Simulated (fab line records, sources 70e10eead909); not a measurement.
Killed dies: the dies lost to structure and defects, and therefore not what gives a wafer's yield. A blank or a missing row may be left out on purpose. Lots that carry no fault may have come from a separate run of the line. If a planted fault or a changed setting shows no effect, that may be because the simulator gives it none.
A lot that was struck, set against a sound lot || flow nand-harc || 13 out of 1302 route steps
Sound: the wafers L457.2, L457.3, L457.6. The struck wafers were L446.2, L446.3, L446.5. The cause is named last.
At each step with rows: each side's tool, then ch and its chambers, then its first start. Under that, the readings that differ: sound wafers || struck wafers || difference of the means || sigmas: that difference in standard deviations of wafers without a fault.
alike: readings with means less than 2 such deviations apart, plus words and numbers identical on both sides. not compared: withheld readings, readings lacking a value on some wafer, bounds such as >300 that could conceal the same value, and numbers that have no deviation in the record and whose values overlap.
A row with sigmas, a row that says differs or no value, or rows on one side alone: a step with any of these is where the two part. Numbers that don't overlap but have no deviation are shown without sigmas and don't part them. A reading that every wafer of one side lacks parts them only if that side has two wafers or more.

first, 1 step without rows for these wafers: NHARC_A_STAIRCASE_ETCH_188 (etches the open film in C4F8/O2, target depth 100 nm, time 40.5 s).
NHARC_A_STAIRCASE_TRIM_189: chemistry O2, time 211.2 s.
  sound on rie-diel-11 ch 0,1,3; struck on rie-diel-04 ch 0,2,3
  alike: drypump-motor-current-A, o2-flow-sccm, oes-product-au, rf-vpp-V, showerhead-plenum-p-Torr, throttle-valve-pct
  not compared: rf-hours-counter-h
NHARC_A_STAIRCASE_ETCH_190: etches the open film in C4F8/O2, target depth 100 nm, time 40.5 s.
  sound on rie-diel-11 ch 1,2; struck on rie-diel-04 ch 0,2,3
  alike: oes-product-au, rf-vpp-V
  not compared: rf-hours-counter-h
NHARC_A_STAIRCASE_TRIM_191: chemistry O2, time 211.2 s.
  sound on rie-diel-11 ch 0,1; struck on rie-diel-04 ch 1,3
  alike: drypump-motor-current-A, o2-flow-sccm, oes-product-au, rf-vpp-V, showerhead-plenum-p-Torr, throttle-valve-pct
  not compared: rf-hours-counter-h
NHARC_A_STAIRCASE_ETCH_192: etches the open film in C4F8/O2, target depth 100 nm, time 40.5 s.
  sound on rie-diel-11 ch 0,1; struck on rie-diel-04 ch 0,1,2
  alike: oes-product-au, rf-vpp-V
  not compared: rf-hours-counter-h
then, 3 steps without rows for these wafers: NHARC_A_STAIRCASE_TRIM_193 (chemistry O2, time 211.2 s); NHARC_A_STAIRCASE_ETCH_194 (etches the open film in C4F8/O2, target depth 100 nm, time 40.5 s); NHARC_A_STAIRCASE_TRIM_196 (chemistry O2, time 211.2 s).
NHARC_A_STAIRCASE_ETCH_197: etches the open film in C4F8/O2, target depth 100 nm, time 40.5 s.
  sound on rie-diel-11 ch 2,3; struck on rie-diel-05 ch 2,3
{"reading": "oes-product-au (a.u.)", "sound": "0.929 0.939 0.952", "struck": "0.986 0.960 0.979", "difference": "+0.035", "sigmas": "+2"}
  alike: rf-vpp-V
  not compared: rf-hours-counter-h
then, 2 steps without rows for these wafers: NHARC_A_STAIRCASE_TRIM_198 (chemistry O2, time 211.2 s); NHARC_A_STAIRCASE_ETCH_199 (etches the open film in C4F8/O2, target depth 100 nm, time 40.5 s).
NHARC_A_STAIRCASE_TRIM_200: chemistry O2, time 211.2 s.
  sound on rie-diel-11 ch 1,2,3, day 23 21:47; struck on rie-diel-05 ch 0,1, day 19 15:32
{"reading": "o2-flow-sccm (sccm)", "sound": "500.5 498.3 497.5", "struck": "400.0 403.6 400.2", "difference": -97.5, "sigmas": -61}
{"reading": "showerhead-plenum-p-Torr (Torr)", "sound": "3.75 3.29 3.40", "struck": "2.87 2.92 2.92", "difference": -0.58, "sigmas": -4}
{"reading": "throttle-valve-pct (%)", "sound": "17.037 17.049 17.036", "struck": "15.311 15.308 15.312", "difference": -1.730, "sigmas": "-99 or more"}
  alike: drypump-motor-current-A, oes-product-au, rf-vpp-V
  not compared: rf-hours-counter-h
then, 1 step without rows for these wafers: NHARC_A_STAIRCASE_ETCH_201 (etches the open film in C4F8/O2, target depth 100 nm, time 40.5 s).

== WHERE THEY PART ==
First at NHARC_A_STAIRCASE_ETCH_197; last, within this record, at NHARC_A_STAIRCASE_TRIM_200.

WHY: whatever the simulator had introduced
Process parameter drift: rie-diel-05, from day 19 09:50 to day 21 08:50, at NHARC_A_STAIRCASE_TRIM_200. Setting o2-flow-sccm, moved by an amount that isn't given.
